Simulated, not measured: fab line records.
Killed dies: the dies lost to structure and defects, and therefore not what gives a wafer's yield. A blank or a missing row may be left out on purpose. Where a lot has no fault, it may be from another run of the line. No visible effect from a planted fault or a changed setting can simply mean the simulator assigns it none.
A struck lot beside a sound one	flow nandHarc	15 out of 1159 route steps
Sound: these wafers, L970.1, L970.2, L970.5. Struck: wafers L981.4, L981.5. (L981.1 of the same lot was not struck and is left out.) The cause comes at the end.
Per side, at each step with rows, come the tool, then ch with its chambers, and then its first start. Under that, the readings that differ: sound wafers	struck wafers	difference of the means	sigmas: that difference in standard deviations of wafers without a fault.
alike: same words and numbers on both sides, and readings whose means sit less than 2 such deviations apart. not compared: any withheld reading, any reading some wafer has no value for, any bound like >300 that may hide the same value, and any number with overlapping values for which the record gives no deviation.
Wherever a step has rows on one side only, a row that says differs or no value, or a row with sigmas, the two part there. When numbers do not overlap yet have no deviation, they are printed without sigmas and do not part them. Lack of a reading on every wafer of one side parts them only where that side has two or more wafers.

first, 4 steps without rows for these wafers: NHARC_P_M1_EBR_05; NHARC_P_M1_EXPOSE_06 (exposes mask P M1, target cd 130 nm); NHARC_P_M1_PEB_07 (peb time 65 s); NHARC_P_M1_DEVELOP_08 (develop time 35 s).
NHARC_P_M1_CD_MEAS_09 targets a cd of 130 nm.
  sound on cdSem-01 ch 0, day 8 16:52; struck on cdSem-02 ch 0, day 11 03:39
  alike: cdNm
NHARC_P_M1_OVL_MEAS_10: pitch 260 nm.
  sound on overlay-01, day 8 16:57; struck on overlay-01, day 11 03:44
  alike: overlayXNm, overlayYNm
NHARC_P_M1_INSPECT_11:
  sound on defectInspect-01, day 8 16:59; struck on defectInspect-02, day 11 03:46
  alike: rawDefectCount
NHARC_P_M1_DESCUM_14: chemistry O2, time 3 s.
  sound on rieDiel-13 ch 0,2, day 8 17:03; struck on rieDiel-13 ch 0, day 11 03:50
  alike: drypumpMotorCurrentA, oesProductAu, rfVppV, showerheadPlenumPTorr, throttleValvePct
  not compared: rfHoursCounterH
NHARC_P_M1_ETCH_35: etches the open film in N2/H2, target depth 40 nm, overetch 12 nm, time 43.94 s.
  sound on rieDiel-13 ch 0,2, day 8 17:09; struck on rieDiel-13 ch 0,2, day 11 03:56
  alike: drypumpMotorCurrentA, n2FlowSccm, oesProductAu, rfVppV, showerheadPlenumPTorr, throttleValvePct
  not compared: rfHoursCounterH
NHARC_P_M1_ETCH_15: etches the open film in C4F8/Ar, target depth 182.5 nm, time 91.2 s.
  sound: rieDiel-13 ch 0,3; struck: rieDiel-13 ch 0,2
  alike: oesProductAu, rfVppV
  not compared: rfHoursCounterH
NHARC_P_M1_CD_MEAS_16:
  sound on cdSem-01, day 8 17:24; struck on cdSem-03, day 11 04:08
  alike: cdNm
NHARC_P_M1_STRIP_18: strips in N2/H2.
  sound on rieDiel-11 ch 1,3, day 8 17:30; struck on rieDiel-12 ch 0,1, day 11 04:13
  alike: drypumpMotorCurrentA, n2FlowSccm, oesProductAu, rfVppV, showerheadPlenumPTorr, throttleValvePct
  not compared: rfHoursCounterH
NHARC_P_M1_ETCH_28: etches the open film in CF4/N2, target depth 30 nm, time 72.99 s.
  sound on rieDiel-11 ch 0,2,3, day 8 17:43; struck on rieDiel-12 ch 1, day 11 04:28
reading	sound	struck	difference	sigmas
oesProductAu (a.u.)	0.982 1.024 1.001	0.849 0.845	-0.155	-14
  alike: drypumpMotorCurrentA, n2FlowSccm, rfVppV, showerheadPlenumPTorr, throttleValvePct
  not compared: rfHoursCounterH
then, 2 steps without rows for these wafers: NHARC_P_M1_STRIP_19 (strips in post etch residue remover, time 600 s); NHARC_END_SORT_01.

== WHERE THEY PART ==
Only at NHARC_P_M1_ETCH_28, as far as this record shows.

WHY: what the simulator had put in
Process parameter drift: rieDiel-12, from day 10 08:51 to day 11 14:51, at NHARC_P_M1_ETCH_28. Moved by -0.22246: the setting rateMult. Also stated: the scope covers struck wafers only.
